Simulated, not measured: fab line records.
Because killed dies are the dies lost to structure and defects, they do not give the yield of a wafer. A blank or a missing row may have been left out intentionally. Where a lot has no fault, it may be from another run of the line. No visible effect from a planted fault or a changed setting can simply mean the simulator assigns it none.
fab line records    flow n5_finfet
[record] lots = 6  wafers = 18  last_day = 20
route steps=1938 shown BEOL_M6@1242 PASSIVATION@1936
lots that met no fault: from a run of the same line without faults
start_h: start of the lot's first displayed wafer, in hours after the record's first day    wait_h: hours from the lot's prior step to this one    " identical to the entry in the row above    L1.1+2: a row that stands for several wafers    - no value, or no start given    * or withheld: withheld    < > ~ a bound
route shown NAME@n: NAME is a module with steps in the file, n the number in the route of the first one    usual: mean/standard deviation taken from wafers without a fault    same: alike in all rows    chamber/n: place in a boat    sites: the reading at each site    _std_site: the standard deviation of these    _edge_site: outer sites' mean less inner sites'    radius_mm: for every site, how far away it sits from the centre of the wafer    mask NAME#n: copy n    behind: the most recent tool/chamber to have shaped the wafer    hold: why the lot went on hold/how many hours it stayed there/how the hold came to an end    device: the transistor (n, p or np) that didn't switch    end of line: at the end of the route, the tests of the same wafers    a step with no rows: only its recipe    killed: at the first sort, the dies lost to defects and structure; wafer yield is something else    map: per-die view of a wafer (x killed, . not killed, _ where there is no die)
set.NAME: the setting that was run; set.NAME@STEP: the one run at that earlier step    model.NAME: the simulator's own value behind a step, which no gauge read
certain route steps with their lots: each step a table, each wafer a row
services: the hour from which a tool's chamber was out of use, counted from the record's first day as start_h (under 0 if before that day), plus the number of hours and why
[[steps]]
[step N5_BEOL_M6_OCD_MEAS_38]
[usual] trench_depth_nm = 94.7/2
lot.wafer  tool    chamber  start_h  wait_h  trench_depth_nm
L845.2     ocd-02  -        237.23   -       94.6
L845.4     "       -        "        "       94.3
L845.6     "       -        "        "       91.8
L848.1     ocd-02  -        274.11   -       97.3
L848.4     "       -        "        "       96.9
L848.6     "       -        "        "       91.7
L852.2     ocd-02  -        303.93   -       93.9
L852.4     "       -        "        "       94.4
L852.5     "       -        "        "       93.0
L854.1     ocd-02  -        307.98   -       97.4
L854.2     "       -        "        "       94.3
L854.6     "       -        "        "       94.1
L860.1     ocd-02  -        344.95   -       94.7
L860.2     "       -        "        "       95.8
L860.4     "       -        "        "       94.4
L864.1     ocd-02  -        398.60   -       93.8
L864.2     "       -        "        "       95.1
L864.4     "       -        "        "       94.7
[step N5_BEOL_M6_HM_STRIP_39]
[recipe] chemistry = peroxide_tin_strip  material = TiN  target_depth_a = 250  temp_c = 50  time_s = 158
[step N5_BEOL_M6_SRD_40]
[recipe] time_s = 30  temp_c = 23  rinse_liquid = diw  dry = ipa_marangoni
[step N5_BEOL_M6_PRECLEAN_42]
[recipe] chemistry = residue_remover  time_s = 60  temp_c = 40
[step N5_BEOL_M6_SRD_43]
[recipe] time_s = 30  temp_c = 23  rinse_liquid = diw  dry = ipa_marangoni
[step N5_BEOL_M6_CD_MEAS_35]
[recipe] target_cd_nm = 40  target_cd_y_nm = 28  polarity = opening
[usual] cd_nm = 40.0/0.64
lot.wafer  tool       chamber  start_h  wait_h  cd_nm
L845.2     cd_sem-03  -        237.38   0.0     40.7
L845.4     "          -        "        "       39.4
L845.6     "          -        "        "       39.9
L848.1     cd_sem-02  -        274.27   0.0     41.4
L848.4     "          -        "        "       41.4
L848.6     "          -        "        "       41.0
L852.2     cd_sem-03  -        304.09   0.0     40.4
L852.4     "          -        "        "       40.9
L852.5     "          -        "        "       41.6
L854.1     cd_sem-02  -        308.14   0.0     39.8
L854.2     "          -        "        "       39.5
L854.6     "          -        "        "       39.8
L860.1     cd_sem-02  -        345.10   0.0     39.4
L860.2     "          -        "        "       39.8
L860.4     "          -        "        "       40.1
L864.1     cd_sem-02  -        398.76   0.0     39.9
L864.2     "          -        "        "       39.6
L864.4     "          -        "        "       39.1
[step N5_BEOL_M6_CURE_75]
[recipe] temp_c = 370  time_s = 120  ambient = DMADMS/He  material = SiCOH_lowk
[usual] lamp_power_pct = 52.31/0.055  wafer_temp_C_max = 371.6/0.52
lot.wafer  tool        chamber  start_h  wait_h  lamp_power_pct  wafer_temp_C_max
L845.2     uv_cure-02  1        237.47   0.1     52.33           372.6
L845.4     "           1        "        "       52.35           372.5
L845.6     "           1        "        "       52.34           373.2
L848.1     uv_cure-02  2        274.79   0.5     52.37           371.3
L848.4     "           2        "        "       52.36           371.0
L848.6     "           2        "        "       52.28           371.6
L852.2     uv_cure-01  0        304.18   0.1     52.24           371.6
L852.4     "           0        "        "       52.41           371.2
L852.5     "           0        "        "       52.32           371.5
L854.1     uv_cure-01  1        308.18   0.0     52.33           371.4
L854.2     "           1        "        "       52.35           371.1
L854.6     "           1        "        "       52.33           371.1
L860.1     uv_cure-03  2        345.15   0.0     52.20           371.0
L860.2     "           2        "        "       52.28           371.7
L860.4     "           2        "        "       52.27           371.5
L864.1     uv_cure-01  2        398.80   0.0     52.38           370.8
L864.2     "           2        "        "       52.48           371.1
L864.4     "           2        "        "       52.21           370.9
[step N5_BEOL_M6_DEGAS_44]
[recipe] ambient = vacuum  temp_c = 250  time_s = 60
[usual] heater_power_w = 336/45
lot.wafer  tool            chamber  start_h  wait_h  heater_power_w
L845.2     pvd_sputter-02  -        239.65   2.1     351
L845.4     "               -        "        "       320
L845.6     "               -        "        "       302
L848.1     pvd_sputter-03  -        275.14   0.3     342
L848.4     "               -        "        "       428
L848.6     "               -        "        "       341
L852.2     pvd_sputter-02  -        304.51   0.3     319
L852.4     "               -        "        "       364
L852.5     "               -        "        "       420
L854.1     pvd_sputter-03  -        308.62   0.4     280
L854.2     "               -        "        "       418
L854.6     "               -        "        "       273
L860.1     pvd_sputter-03  -        346.26   1.0     337
L860.2     "               -        "        "       287
L860.4     "               -        "        "       328
L864.1     pvd_sputter-01  -        399.16   0.3     362
L864.2     "               -        "        "       319
L864.4     "               -        "        "       317
[step N5_BEOL_M6_PRE_CLEAN_45]
[recipe] gas = H2/He  time_s = 30  temp_c = 250
[usual] heater_power_w = 337/45
lot.wafer  tool            chamber  start_h  wait_h  heater_power_w
L845.2     pvd_sputter-02  -        239.69   0.0     350
L845.4     "               -        "        "       317
L845.6     "               -        "        "       306
L848.1     pvd_sputter-03  -        275.18   0.0     335
L848.4     "               -        "        "       427
L848.6     "               -        "        "       341
L852.2     pvd_sputter-02  -        304.55   0.0     329
L852.4     "               -        "        "       354
L852.5     "               -        "        "       431
L854.1     pvd_sputter-03  -        308.66   0.0     280
L854.2     "               -        "        "       419
L854.6     "               -        "        "       290
L860.1     pvd_sputter-03  -        346.30   0.0     336
L860.2     "               -        "        "       278
L860.4     "               -        "        "       312
L864.1     pvd_sputter-01  -        399.20   0.0     356
L864.2     "               -        "        "       324
L864.4     "               -        "        "       324
[step N5_BEOL_M6_ALD_77]
[recipe] material = TaN  target_thk_a = 20  temp_c = 275  ald_precursor_family = PDMAT  ald_co_reactant = NH3  pressure_torr = 3  carrier_flow_sccm = 1500  pulse_time_s = 2  purge_time_s = 3  co_reactant_purge_time_s = 2  co_reactant_pulse_time_s = 3  ald_cycles = 40  precursor_vessel_temp_c = 75  precursor_vessel_pressure_torr = 26.25  precursor_vessel_carrier_sccm = 1000
[usual] chamber_pressure_Torr = 2.999/0.0061  heater_power_outer_w = 229/25  heater_power_w = 421/46  precursor_vessel_carrier_sccm = 1000.1/2.9  precursor_vessel_temp_c = 74.98/0.13
lot.wafer  tool          chamber  start_h  wait_h  chamber_pressure_Torr  heater_power_outer_w  heater_power_w  precursor_vessel_carrier_sccm  precursor_vessel_temp_c
L845.2     ald_metal-01  0        239.75   0.0     3.000                  236                   404             997.1                          74.98
L845.4     "             1        "        "       3.001                  207                   369             999.7                          75.17
L845.6     "             0        "        "       3.009                  226                   397             1002.4                         75.05
L848.1     ald_metal-04  3        275.24   0.0     3.010                  227                   428             995.7                          75.13
L848.4     "             0        "        "       2.995                  257                   472             998.1                          74.95
L848.6     "             0        "        "       2.993                  263                   473             996.8                          74.80
L852.2     ald_metal-04  0        304.61   0.0     2.998                  254                   473             1004.3                         74.93
L852.4     "             3        "        "       2.999                  226                   426             1001.2                         75.00
L852.5     "             1        "        "       3.003                  207                   396             1007.6                         75.18
L854.1     ald_metal-04  2        308.74   0.1     2.999                  196                   377             1002.6                         74.95
L854.2     "             1        "        "       2.987                  202                   380             997.2                          74.90
L854.6     "             0        "        "       3.009                  253                   480             1001.1                         75.00
L860.1     ald_metal-02  3        346.41   0.1     3.002                  239                   422             1001.4                         74.88
L860.2     "             0        "        "       3.005                  269                   496             997.7                          75.07
L860.4     "             3        "        "       3.011                  242                   429             1000.4                         74.84
L864.1     ald_metal-02  0        399.26   0.0     3.002                  266                   501             1000.5                         74.96
L864.2     "             2        "        "       2.998                  231                   401             997.6                          74.98
L864.4     "             1        "        "       2.995                  215                   380             1006.4                         74.91
[step N5_BEOL_M6_SURFACE_TREAT_79]
[recipe] gas = Ar  time_s = *  ion_energy_ev = *  ion_current_ma_cm2 = 0.5  pressure_mtorr = *  ar_flow_sccm = 30
[usual] throttle_valve_pct = *
lot.wafer  tool            chamber  start_h  wait_h  throttle_valve_pct
L845.2     pvd_sputter-03  -        240.04   0.2     *
L845.4     "               -        "        "       *
L845.6     "               -        "        "       *
L848.1     pvd_sputter-03  -        275.62   0.2     *
L848.4     "               -        "        "       *
L848.6     "               -        "        "       *
L852.2     pvd_sputter-01  -        304.98   0.2     *
L852.4     "               -        "        "       *
L852.5     "               -        "        "       *
L854.1     pvd_sputter-02  -        310.63   1.8     *
L854.2     "               -        "        "       *
L854.6     "               -        "        "       *
L860.1     pvd_sputter-03  -        346.70   0.2     *
L860.2     "               -        "        "       *
L860.4     "               -        "        "       *
L864.1     pvd_sputter-03  -        399.56   0.2     *
L864.2     "               -        "        "       *
L864.4     "               -        "        "       *
[step N5_BEOL_M6_CVD_78]
[recipe] material = Co  target_thk_a = 20  temp_c = withheld  precursor = CCTBA/H2  pressure_torr = 30  time_s = 142.3
[step N5_BEOL_M6_SPUTTER_48]
[recipe] material = Cu  target_thk_a = 100  temp_c = -20  bias_v = 60  power_w = 26000  chamber_pressure_pa = 0.13  time_s = 1.667
[usual] cathode_dc_power_W = 26000/4.9  throttle_valve_pct = 29.8/0.99
lot.wafer  tool            chamber  start_h  wait_h  cathode_dc_power_W  throttle_valve_pct
L845.2     pvd_sputter-01  -        240.24   0.1     25998               28.6
L845.4     "               -        "        "       25996               30.2
L845.6     "               -        "        "       26006               28.8
L848.1     pvd_sputter-03  -        275.86   0.1     25997               31.4
L848.4     "               -        "        "       25990               30.0
L848.6     "               -        "        "       26004               31.5
L852.2     pvd_sputter-03  -        305.16   0.1     28211               31.4
L852.4     "               -        "        "       28210               30.0
L852.5     "               -        "        "       28209               29.6
L854.1     pvd_sputter-03  -        311.16   0.2     28204               31.3
L854.2     "               -        "        "       28202               30.1
L854.6     "               -        "        "       28202               31.1
L860.1     pvd_sputter-01  -        347.01   0.2     26008               29.1
L860.2     "               -        "        "       26008               29.9
L860.4     "               -        "        "       26006               31.4
L864.1     pvd_sputter-01  -        399.75   0.1     25998               28.9
L864.2     "               -        "        "       26011               31.6
L864.4     "               -        "        "       26004               28.5
[step N5_BEOL_M6_ECD_50]
[recipe] material = Cu  target_thk_a = 3000
[step N5_PASSIVATION_PROBE_49]
[usual] defect_limited_yield = 91.4/1.2  killed_at_M0_to_M3 = 35/11  killed_at_M4_up = 14/6  killed_at_contacts = 12/6.7  killed_at_front_end = 37/9.7  killed_at_other = 3.5/2.5  killed_dies = 102/15  killed_open = 67/12  killed_short = 33/7.3  sort_bin_5_function = 5.1/0.81  sort_bin_6_memory = 3.2/0.65  sort_n_pass = 1078/15  sort_yield_pct = 91.4/1.2
[same] gross_dies = 1180  killed_at_back_side = 0  sort_bin_4_leakage[%] = 0  sort_bin_8_speed[%] = 0
lot.wafer  tool       chamber  start_h  wait_h  defect_limited_yield[%]  killed_at_M0_to_M3  killed_at_M4_up  killed_at_contacts  killed_at_front_end  killed_at_other  killed_dies  killed_open  killed_short  sort_bin_5_function[%]  sort_bin_6_memory[%]  sort_n_pass  sort_yield_pct[%]
L854.1     prober-02  -        389.64   0.0     92.1                     31                  19               5                   36                   2                93           64           28            5.3                     2.4                   1087         92.1
L854.2     prober-02  -        389.69   0.1     90.6                     34                  29               5                   38                   5                111          84           27            6.0                     3.1                   1069         90.6
L854.6     prober-02  -        389.89   0.3     91.9                     31                  13               18                  29                   5                96           58           38            4.7                     3.3                   1084         91.9
// killed by level:class
L854.1 STI_FIN_REVEAL:geometric_particle:open=10 BEOL_M4:geometric_particle:open=10 BEOL_M0_SAQP:geometric_particle:short=6 FIN_SAQP:geometric_particle:open=5 BEOL_M2:geometric_particle:open=5 MOL_CONTACT_COAG:geometric_particle:open=4 BEOL_M1:geometric_particle:open=4 BEOL_M1:geometric_particle:short=4
L854.2 BEOL_M4:geometric_particle:open=14 BEOL_M3:geometric_particle:open=11 FIN_SAQP:geometric_particle:open=10 DUMMY_GATE:geometric_particle:open=10 BEOL_M4:geometric_particle:short=5 GATE_CUT:geometric_particle:short=4 GATE_CUT:geometric_particle:open=4 MOL_CONTACT_COAG:geometric_particle:open=4
L854.6 MOL_CONTACT_COAG:geometric_particle:open=13 FIN_SAQP:geometric_particle:short=5 DUMMY_GATE:geometric_particle:open=5 MOL_CONTACT_COAG:geometric_particle:short=5 BEOL_M3:geometric_particle:open=5 BEOL_M0_SAQP:geometric_particle:open=5 BEOL_M2:geometric_particle:open=5 BEOL_M4:geometric_particle:open=5
[[services]]
tool            chamber  start_h  hours  kind
ald_metal-02    3        215.35   28.4   repair
uv_cure-02      -        220.58   0.4    repair
uv_cure-01      -        234.58   2.4    repair
uv_cure-01      -        269.51   7.6    repair
uv_cure-03      -        271.16   7.7    repair
uv_cure-01      -        284.05   2.1    pm
uv_cure-02      -        290.74   1.0    pm
uv_cure-02      -        298.68   10.4   repair
ald_metal-02    -        299.15   0.8    repair
ald_metal-02    2        336.92   11.1   repair
ald_metal-01    -        337.25   14.0   pm
ald_metal-01    0        337.25   14.0   vent_cycle
ald_metal-01    1        337.25   14.0   vent_cycle
ald_metal-01    2        337.25   14.0   vent_cycle
ald_metal-01    3        337.25   14.0   vent_cycle
uv_cure-01      -        346.03   14.6   pm
ald_metal-01    0        351.25   -      clean
ald_metal-01    1        351.25   -      clean
ald_metal-01    2        351.25   -      clean
ald_metal-01    3        351.25   -      clean
uv_cure-01      -        370.22   2.8    pm
pvd_sputter-01  -        376.86   2.8    repair
[[key]]
[first_sign] step = N5_BEOL_M6_SPUTTER_48  reading = cathode_dc_power_W  direction = up  sigmas = 99+  usual = *  struck = *
effect none on later readings
met_at N5_BEOL_M6_SPUTTER_48
struck_wafers L852.2,L852.4,L852.5,L854.1,L854.2,L854.6
onset_between 275.86 305.16
[fault] kind = process_parameter_drift  tool = pvd_sputter-03  chamber = -  onset_h = 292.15  steps = N5_BEOL_M6_SPUTTER_48  channel = power_w  offset = *  shape = step  end_h = 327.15  acts_in = *  stated = *
